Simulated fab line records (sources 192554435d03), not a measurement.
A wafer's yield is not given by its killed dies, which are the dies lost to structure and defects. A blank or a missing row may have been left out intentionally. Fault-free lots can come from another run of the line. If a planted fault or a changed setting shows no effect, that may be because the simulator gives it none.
Split-lot study | flow n5-finfet | route with 1938 steps; 7 lots, 21 wafers read

THE SPLIT ITSELF
At N5_MOL_CONTACT_COAG_VIA_ETCH_117 (etches SiO2 in C4F6/O2, target depth 40 nm, overetch 8 nm, time 26 s), the setting bias-w was moved away from the recipe's 455 W on 5 of the 21 wafers read, by -10.9% to +17.7%. For the rest of the wafers, this setting stayed at what the recipe calls for.

The reading is taken at the split's own step.

THE READING
rf-vpp-V, in V, at N5_MOL_CONTACT_COAG_VIA_ETCH_117 (etches SiO2 in C4F6/O2, target depth 40 nm, overetch 8 nm, time 26 s). Typical for fault-free wafers on this fab line: 1607 V, with standard deviation 30 V.

wafer  | tool, chamber at the split | bias-w as run, W | against the recipe | rf-vpp-V, V | against lot-mates on the recipe
L076.3 | rie-diel-05, 0             | 535.6            | +17.7%             | 1762        | +114
L076.4 | rie-diel-05, 1             | 455              | recipe             | 1648        | -
L076.6 | rie-diel-05, 1             | 535.6            | +17.7%             | 1860        | +212
L079.1 | rie-diel-05, 3             | 455              | recipe             | 1625        | -
L079.4 | rie-diel-05, 0             | 455              | recipe             | 1563        | -
L079.6 | rie-diel-05, 0             | 455              | recipe             | 1562        | -
L086.1 | rie-diel-01, 3             | 455              | recipe             | 1576        | -
L086.2 | rie-diel-01, 1             | 455              | recipe             | 1631        | -
L086.3 | rie-diel-01, 0             | 455              | recipe             | 1619        | -
L091.1 | rie-diel-05, 2             | 455              | recipe             | 1596        | -
L091.2 | rie-diel-05, 0             | 405.3            | -10.9%             | 1432        | -190
L091.4 | rie-diel-05, 1             | 455              | recipe             | 1649        | -
L092.2 | rie-diel-02, 1             | 455              | recipe             | 1594        | -
L092.4 | rie-diel-02, 0             | 455              | recipe             | 1637        | -
L092.6 | rie-diel-02, 1             | 455              | recipe             | 1593        | -
L094.1 | rie-diel-01, 2             | 455              | recipe             | 1617        | -
L094.2 | rie-diel-01, 0             | 514.8            | +13.1%             | 1801        | +184
L094.6 | rie-diel-01, 2             | 455              | recipe             | 1616        | -
L096.1 | rie-diel-01, 0             | 510.1            | +12.1%             | 1792        | +170
L096.2 | rie-diel-01, 2             | 455              | recipe             | 1615        | -
L096.6 | rie-diel-01, 1             | 455              | recipe             | 1630        | -

FIT RESULTS
A straight line over all 21 wafers: rf-vpp-V changes by +13 V for each +1% of bias-w; r = +0.94; the points scatter about the line by 33 V.
The same after taking each lot's own level away (the mean of its wafers on the recipe; 21 wafers): +11.8 V for each +1%; r = +0.93; scatter 33 V.
Per that fit: largest bias-w move, reading shift of 2.1e+02 V.
The lots' own levels span 1583.3 to 1648.0 V, that is 2.2 times the standard deviation above.
Thus the slope moves with the lot-to-lot level: the two fits are different.
Check: with one of the wafers moved furthest among these (+17.7%) left out of the fit, the line predicts +242 V for it against its lot-mates. It came out at +114 V against them.
Tool readings at the split's step, against how far the setting was moved: rf-vpp-V r = +0.94.

FURTHER SPLITS ON THESE WAFERS
Note: prior to the reading, these wafers also went through further splits. Each is held against what the fit with the lots' levels taken away leaves over:
other split on the same wafers        | wafers away from the commonest value | r with rf-vpp-V (lot level and that fit taken away)
N5_SD_EPI_P_PEB_07 peb-time-s         | 7                                    | -0.35
N5_HKMG_FIN_EXPOSE_46 dose-mj         | 3                                    | -0.15
N5_HKMG_FIN_DEVELOP_48 develop-time-s | 8                                    | +0.07
N5_HKMG_FIN_ETCH_54 source-w          | 6                                    | -0.31
N5_GATE_CUT_ETCH_58 bias-w            | 7                                    | -0.01
N5_GATE_CUT_COAT_27 spin-rpm          | 8                                    | -0.12

FILE'S OWN FIT
rf-vpp-V changes by +12.6 V for each +1% of bias-w, r = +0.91.
